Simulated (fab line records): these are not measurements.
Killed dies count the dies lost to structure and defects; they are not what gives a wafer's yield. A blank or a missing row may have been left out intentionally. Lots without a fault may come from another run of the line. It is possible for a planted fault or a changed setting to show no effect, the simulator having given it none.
Which tool was responsible? || flow nand-harc || Sampling: 13 lots, 39 wafers, 5 of 1302 route steps

## WHAT THE GAUGES READ, wafer by wafer
NHARC_A_CONTACT_CD_MEAS_53. Usual: cd-nm 289.4 nm, standard deviation 0.86.
{"lot": "L839", "measured": "day 22 00:55", "on": "cd-sem-01", "cd-nm (nm)": "289.8 289.6 289.6", "flag": ""}
{"lot": "L844", "measured": "day 23 08:11", "on": "cd-sem-03", "cd-nm (nm)": "288.2 289.7 289.8", "flag": ""}
{"lot": "L848", "measured": "day 25 18:23", "on": "cd-sem-02", "cd-nm (nm)": "289.7 289.2 289.4", "flag": ""}
{"lot": "L850", "measured": "day 26 14:18", "on": "cd-sem-01", "cd-nm (nm)": "286.9 287.3 287.3", "flag": ""}
{"lot": "L852", "measured": "day 27 20:11", "on": "cd-sem-01", "cd-nm (nm)": "289.3 288.7 288.7", "flag": ""}
{"lot": "L853", "measured": "day 28 06:08", "on": "cd-sem-03", "cd-nm (nm)": "289.9 289.2 289.9", "flag": ""}
{"lot": "L854", "measured": "day 28 11:01", "on": "cd-sem-02", "cd-nm (nm)": "289.6 289.4 289.5", "flag": ""}
{"lot": "L855", "measured": "day 29 00:29", "on": "cd-sem-03", "cd-nm (nm)": "290.1 289.6 290.2", "flag": ""}
{"lot": "L857", "measured": "day 29 01:25", "on": "cd-sem-01", "cd-nm (nm)": "289.9 290.3 289.8", "flag": ""}
{"lot": "L856", "measured": "day 29 04:37", "on": "cd-sem-01", "cd-nm (nm)": "290.1 290.1 290.4", "flag": ""}
{"lot": "L858", "measured": "day 30 11:48", "on": "cd-sem-01", "cd-nm (nm)": "289.4 289.0 289.6", "flag": ""}
{"lot": "L861", "measured": "day 31 08:26", "on": "cd-sem-02", "cd-nm (nm)": "288.4 289.2 288.7", "flag": ""}
{"lot": "L860", "measured": "day 31 23:31", "on": "cd-sem-02", "cd-nm (nm)": "290.3 289.4 290.0", "flag": ""}

NHARC_END_SORT_01. Usual: killed-at-array 51, standard deviation 18; killed-at-other 1.0, standard deviation 1.2; killed-at-periphery 3.7, standard deviation 2.9; killed-dies 55, standard deviation 19; killed-open 3.5, standard deviation 1.9; killed-short 2.6, standard deviation 1.6.
{"lot": "L848", "measured": "day 28 12:04", "on": "prober-02", "killed-at-array": "494 29 22", "killed-at-other": "0 0 1", "killed-at-periphery": "1 1 1", "killed-dies": "495 30 24", "killed-open": "3 3 5", "killed-short": "2 3 1", "flag": "OFF"}

## EACH LOT AND THE TOOL THAT RAN IT (in order: tool; ch and the chambers of the sampled wafers; start)
{"lot": "L839", "NHARC_A_CONTACT_ETCH_112": "har-cap-etch-02 ch 0,1, day 21 21:53", "NHARC_A_CONTACT_ETCH_120": "har-cap-etch-02 ch 0,1, day 21 23:16", "NHARC_A_CONTACT_ETCH_102": "rie-diel-03 ch 1,2, day 22 01:58"}
{"lot": "L844", "NHARC_A_CONTACT_ETCH_112": "har-cap-etch-01 ch 0,1, day 23 05:11", "NHARC_A_CONTACT_ETCH_120": "har-cap-etch-01 ch 0,1, day 23 06:32", "NHARC_A_CONTACT_ETCH_102": "rie-diel-03 ch 0,1, day 23 08:32"}
{"lot": "L848", "NHARC_A_CONTACT_ETCH_112": "har-cap-etch-02 ch 0,1, day 25 15:18", "NHARC_A_CONTACT_ETCH_120": "har-cap-etch-02 ch 0,1, day 25 16:40", "NHARC_A_CONTACT_ETCH_102": "rie-diel-03 ch 0,2,3, day 25 18:41"}
{"lot": "L850", "NHARC_A_CONTACT_ETCH_112": "har-cap-etch-03 ch 0,1, day 26 10:23", "NHARC_A_CONTACT_ETCH_120": "har-cap-etch-03 ch 0,1, day 26 12:13", "NHARC_A_CONTACT_ETCH_102": "rie-diel-13 ch 1,2,3, day 26 14:43"}
{"lot": "L852", "NHARC_A_CONTACT_ETCH_112": "har-cap-etch-01 ch 0,1, day 27 17:07", "NHARC_A_CONTACT_ETCH_120": "har-cap-etch-01 ch 0,1, day 27 18:29", "NHARC_A_CONTACT_ETCH_102": "rie-diel-13 ch 1,2, day 27 20:29"}
{"lot": "L853", "NHARC_A_CONTACT_ETCH_112": "har-cap-etch-03 ch 0,1, day 28 03:08", "NHARC_A_CONTACT_ETCH_120": "har-cap-etch-03 ch 0,1, day 28 04:31", "NHARC_A_CONTACT_ETCH_102": "rie-diel-09 ch 1,2, day 28 06:28"}
{"lot": "L854", "NHARC_A_CONTACT_ETCH_112": "har-cap-etch-03 ch 0,1, day 28 07:56", "NHARC_A_CONTACT_ETCH_120": "har-cap-etch-03 ch 0,1, day 28 09:18", "NHARC_A_CONTACT_ETCH_102": "rie-diel-13 ch 1,2, day 28 11:24"}
{"lot": "L855", "NHARC_A_CONTACT_ETCH_112": "har-cap-etch-02 ch 0,1, day 28 21:22", "NHARC_A_CONTACT_ETCH_120": "har-cap-etch-02 ch 0,1, day 28 22:43", "NHARC_A_CONTACT_ETCH_102": "rie-diel-03 ch 1,2,3, day 29 00:47"}
{"lot": "L857", "NHARC_A_CONTACT_ETCH_112": "har-cap-etch-03 ch 0,1, day 28 22:19", "NHARC_A_CONTACT_ETCH_120": "har-cap-etch-03 ch 0,1, day 28 23:40", "NHARC_A_CONTACT_ETCH_102": "rie-diel-03 ch 0,3, day 29 01:42"}
{"lot": "L856", "NHARC_A_CONTACT_ETCH_112": "har-cap-etch-02 ch 0,1, day 29 01:33", "NHARC_A_CONTACT_ETCH_120": "har-cap-etch-02 ch 0,1, day 29 02:55", "NHARC_A_CONTACT_ETCH_102": "rie-diel-03 ch 1,3, day 29 04:55"}
{"lot": "L858", "NHARC_A_CONTACT_ETCH_112": "har-cap-etch-01 ch 0,1, day 30 08:02", "NHARC_A_CONTACT_ETCH_120": "har-cap-etch-01 ch 0,1, day 30 09:51", "NHARC_A_CONTACT_ETCH_102": "rie-diel-03 ch 0,2,3, day 30 12:06"}
{"lot": "L861", "NHARC_A_CONTACT_ETCH_112": "har-cap-etch-02 ch 0,1, day 31 05:25", "NHARC_A_CONTACT_ETCH_120": "har-cap-etch-02 ch 0,1, day 31 06:47", "NHARC_A_CONTACT_ETCH_102": "rie-diel-09 ch 0,1,3, day 31 08:44"}
{"lot": "L860", "NHARC_A_CONTACT_ETCH_112": "har-cap-etch-02 ch 0,1, day 31 20:07", "NHARC_A_CONTACT_ETCH_120": "har-cap-etch-02 ch 0,1, day 31 21:52", "NHARC_A_CONTACT_ETCH_102": "rie-diel-13 ch 0,1,2, day 31 23:49"}
- NHARC_A_CONTACT_ETCH_112: etches the open film in C4F8/O2/Ar, time 190 s, target depth 1850 nm.
- NHARC_A_CONTACT_ETCH_120: etches the open film in C4F8/O2/Ar, time 190 s, target depth 1850 nm.
- NHARC_A_CONTACT_ETCH_102: etches the open film in CF4/O2, target depth 100 nm, overetch 10 nm, time 55 s.

## AS READ BY THE TOOLS THEMSELVES (means over the sampled wafers that have a number; for cases with no such wafer, the mark the record gives instead)
NHARC_A_CONTACT_ETCH_102. Usual: drypump-motor-current-A 5.7 A, standard deviation 0.43; oes-product-au 0.999 a.u., standard deviation 0.0095; rf-vpp-V 197.7 V, standard deviation 1.7; showerhead-plenum-p-Torr 1.33 Torr, standard deviation 0.066; throttle-valve-pct 13.397 %, standard deviation 0.0097.
{"lot": "L839", "tool": "rie-diel-03", "drypump-motor-current-A (A)": 5.9, "oes-product-au (a.u.)": 1.002, "rf-vpp-V (V)": 199.1, "showerhead-plenum-p-Torr (Torr)": 1.35, "throttle-valve-pct (%)": 13.392, "flag": ""}
{"lot": "L844", "tool": "rie-diel-03", "drypump-motor-current-A (A)": 5.9, "oes-product-au (a.u.)": 0.999, "rf-vpp-V (V)": 197.2, "showerhead-plenum-p-Torr (Torr)": 1.27, "throttle-valve-pct (%)": 13.395, "flag": ""}
{"lot": "L848", "tool": "rie-diel-03", "drypump-motor-current-A (A)": 5.9, "oes-product-au (a.u.)": 0.983, "rf-vpp-V (V)": 195.7, "showerhead-plenum-p-Torr (Torr)": 1.27, "throttle-valve-pct (%)": 13.390, "flag": ""}
{"lot": "L850", "tool": "rie-diel-13", "drypump-motor-current-A (A)": 5.6, "oes-product-au (a.u.)": 0.996, "rf-vpp-V (V)": 197.5, "showerhead-plenum-p-Torr (Torr)": 1.32, "throttle-valve-pct (%)": 13.403, "flag": ""}
{"lot": "L852", "tool": "rie-diel-13", "drypump-motor-current-A (A)": 5.2, "oes-product-au (a.u.)": 0.986, "rf-vpp-V (V)": 198.5, "showerhead-plenum-p-Torr (Torr)": 1.35, "throttle-valve-pct (%)": 13.390, "flag": ""}
{"lot": "L853", "tool": "rie-diel-09", "drypump-motor-current-A (A)": 5.9, "oes-product-au (a.u.)": 1.008, "rf-vpp-V (V)": 198.5, "showerhead-plenum-p-Torr (Torr)": 1.39, "throttle-valve-pct (%)": 13.396, "flag": ""}
{"lot": "L854", "tool": "rie-diel-13", "drypump-motor-current-A (A)": 5.2, "oes-product-au (a.u.)": 0.986, "rf-vpp-V (V)": 198.0, "showerhead-plenum-p-Torr (Torr)": 1.35, "throttle-valve-pct (%)": 13.393, "flag": ""}
{"lot": "L855", "tool": "rie-diel-03", "drypump-motor-current-A (A)": 5.8, "oes-product-au (a.u.)": 0.989, "rf-vpp-V (V)": 198.4, "showerhead-plenum-p-Torr (Torr)": 1.31, "throttle-valve-pct (%)": 13.396, "flag": ""}
{"lot": "L857", "tool": "rie-diel-03", "drypump-motor-current-A (A)": 5.8, "oes-product-au (a.u.)": 0.997, "rf-vpp-V (V)": 198.2, "showerhead-plenum-p-Torr (Torr)": 1.37, "throttle-valve-pct (%)": 13.395, "flag": ""}
{"lot": "L856", "tool": "rie-diel-03", "drypump-motor-current-A (A)": 5.7, "oes-product-au (a.u.)": 0.996, "rf-vpp-V (V)": 197.1, "showerhead-plenum-p-Torr (Torr)": 1.27, "throttle-valve-pct (%)": 13.403, "flag": ""}
{"lot": "L858", "tool": "rie-diel-03", "drypump-motor-current-A (A)": 5.9, "oes-product-au (a.u.)": 1.008, "rf-vpp-V (V)": 197.2, "showerhead-plenum-p-Torr (Torr)": 1.34, "throttle-valve-pct (%)": 13.393, "flag": ""}
{"lot": "L861", "tool": "rie-diel-09", "drypump-motor-current-A (A)": 5.6, "oes-product-au (a.u.)": 1.000, "rf-vpp-V (V)": 198.8, "showerhead-plenum-p-Torr (Torr)": 1.39, "throttle-valve-pct (%)": 13.401, "flag": ""}
{"lot": "L860", "tool": "rie-diel-13", "drypump-motor-current-A (A)": 5.1, "oes-product-au (a.u.)": 1.001, "rf-vpp-V (V)": 198.7, "showerhead-plenum-p-Torr (Torr)": 1.36, "throttle-valve-pct (%)": 13.399, "flag": ""}

## THE ANSWER, worked out from the rows above alone
Rule: take the mean of a lot's wafers that have a number; if it is more than 3 standard deviations from the usual mean, the lot is off. Also off: a lot with no number at a reading for which 4 or more lots have one. Any other lot the step has rows for is counted as sound. First the gauges in route order, then the tools' own readings, where a lot's mean is used as printed above. The first step at which some lot is off is used, and at that step the reading that is off furthest; a lot without a number counts as furthest.
Off at NHARC_END_SORT_01 (killed-at-array): L848. Neither off nor sound, because the step has no rows for them: L839, L844, L850, L852, L853, L854, L855, L857, L856, L858, L861, L860.
A tool fits if, at a process step before that reading, it ran every lot that is off, and no sound lot after the first of them. Those tools and the gauges at NHARC_END_SORT_01 are tried in the same way. Can't be told from this: 3 tools fit, har-cap-etch-02 at NHARC_A_CONTACT_ETCH_112 and NHARC_A_CONTACT_ETCH_120, rie-diel-03 at NHARC_A_CONTACT_ETCH_102, prober-02 at NHARC_END_SORT_01.

## WHAT HAD BEEN PUT IN BY THE SIMULATOR
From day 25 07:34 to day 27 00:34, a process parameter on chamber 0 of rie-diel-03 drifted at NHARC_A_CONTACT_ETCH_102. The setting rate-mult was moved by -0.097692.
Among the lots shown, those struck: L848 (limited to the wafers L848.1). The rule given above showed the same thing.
